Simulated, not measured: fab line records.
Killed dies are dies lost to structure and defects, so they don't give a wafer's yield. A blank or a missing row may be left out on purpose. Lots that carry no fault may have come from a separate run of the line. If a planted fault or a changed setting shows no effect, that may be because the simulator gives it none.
Split-lot trial ; flow n5-finfet ; on a route of 1938 steps: 7 lots, 21 wafers read

THE SPLIT
At N5_PASSIVATION_EXPOSE_27 (exposes mask PAD, defocus 0 nm), the setting dose-mj was moved away from the recipe's 32.3 on 4 of the 21 wafers read, by -7.2% to -2.5%. The other wafers ran this setting at the recipe's value.

FROM THE SPLIT TO THE READING: what the file shows between them, 2 steps
- N5_PASSIVATION_DEVELOP_29: develop time 60 s (also split here: develop-time-s)
- N5_PASSIVATION_HARDBAKE_31: time 120 s

THE READING
cd-nm at N5_PASSIVATION_CD_MEAS_30, given in nm (cd target 4000 nm). Fault-free wafers of this fab line usually give 3999.8 nm, standard deviation 2.2 nm.

wafer;tool, chamber at the split;dose-mj as run;against the recipe;cd-nm, nm;against lot-mates on the recipe
L076.3;krf-scanner-01, 0;32.3;recipe;3999.2;-
L076.4;krf-scanner-01, 0;32.3;recipe;4001.3;-
L076.6;krf-scanner-01, 0;32.3;recipe;4001.1;-
L075.1;krf-scanner-02, 0;32.3;recipe;3998.1;-
L075.2;krf-scanner-02, 0;31.5;-2.5%;3994.5;-3.2
L075.5;krf-scanner-02, 0;32.3;recipe;3997.4;-
L084.1;krf-scanner-01, 0;32.3;recipe;4002.8;-
L084.3;krf-scanner-01, 0;29.98;-7.2%;3986.2;-16.6
L084.4;krf-scanner-01, 0;29.98;-7.2%;3991.2;-11.6
L082.1;krf-scanner-01, 0;32.3;recipe;4003.9;-
L082.4;krf-scanner-01, 0;32.3;recipe;4000.6;-
L082.6;krf-scanner-01, 0;32.3;recipe;4001.5;-
L086.2;krf-scanner-02, 0;30.76;-4.8%;3986.4;-10.2
L086.3;krf-scanner-02, 0;32.3;recipe;3997.6;-
L086.6;krf-scanner-02, 0;32.3;recipe;3995.6;-
L091.3;krf-scanner-01, 0;32.3;recipe;4000.4;-
L091.4;krf-scanner-01, 0;32.3;recipe;4000.6;-
L091.6;krf-scanner-01, 0;32.3;recipe;3999.9;-
L096.1;krf-scanner-02, 0;32.3;recipe;4001.9;-
L096.4;krf-scanner-02, 0;32.3;recipe;4000.5;-
L096.5;krf-scanner-02, 0;32.3;recipe;4001.3;-

THE FIT
A straight line over all 21 wafers: cd-nm changes by +1.84 nm for each +1% of dose-mj; r = +0.87; the points scatter about the line by 2.5 nm.
The same after taking each lot's own level away (the mean of its wafers on the recipe; 21 wafers): +1.97 nm for each +1%; r = +0.97; scatter 1.2 nm.
On that fit, the largest move of dose-mj shifts the reading by 14 nm.
From 3996.60 to 4002.80 nm: that is the span of the lots' own levels, equal to 2.8 times the standard deviation above.
The two slopes agree, so the slope changes little with the lot-to-lot level.
Check: with one of the wafers moved furthest among these (-7.2%) left out of the fit, the line predicts -12.5 nm for it against its lot-mates. It came out at -16.6 nm against them.

OTHER SPLITS ON THESE WAFERS
Note: prior to the reading, these wafers also went through further splits. Each is held against what the fit with the lots' levels taken away leaves over:
other split on the same wafers;wafers away from the commonest value;r with cd-nm (lot level and that fit taken away)
N5_BEOL_M14_PEB_26 peb-temp-c;7;-0.38
N5_BEOL_M14_DESCUM_33 time-s;5;-0.16
N5_BEOL_M15_TRENCH_ETCH_34 time-s;6;+0.18
N5_BEOL_M15_STRIP_37 pressure-mtorr;18;-0.17
N5_MIM_BOT_ETCH_ETCH_03 icp-w;7;+0.29
N5_PASSIVATION_DEVELOP_29 develop-time-s;4;+0.20

THE FILE'S OWN FIT
cd-nm changes by +1.96 nm for each +1% of dose-mj, r = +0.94.
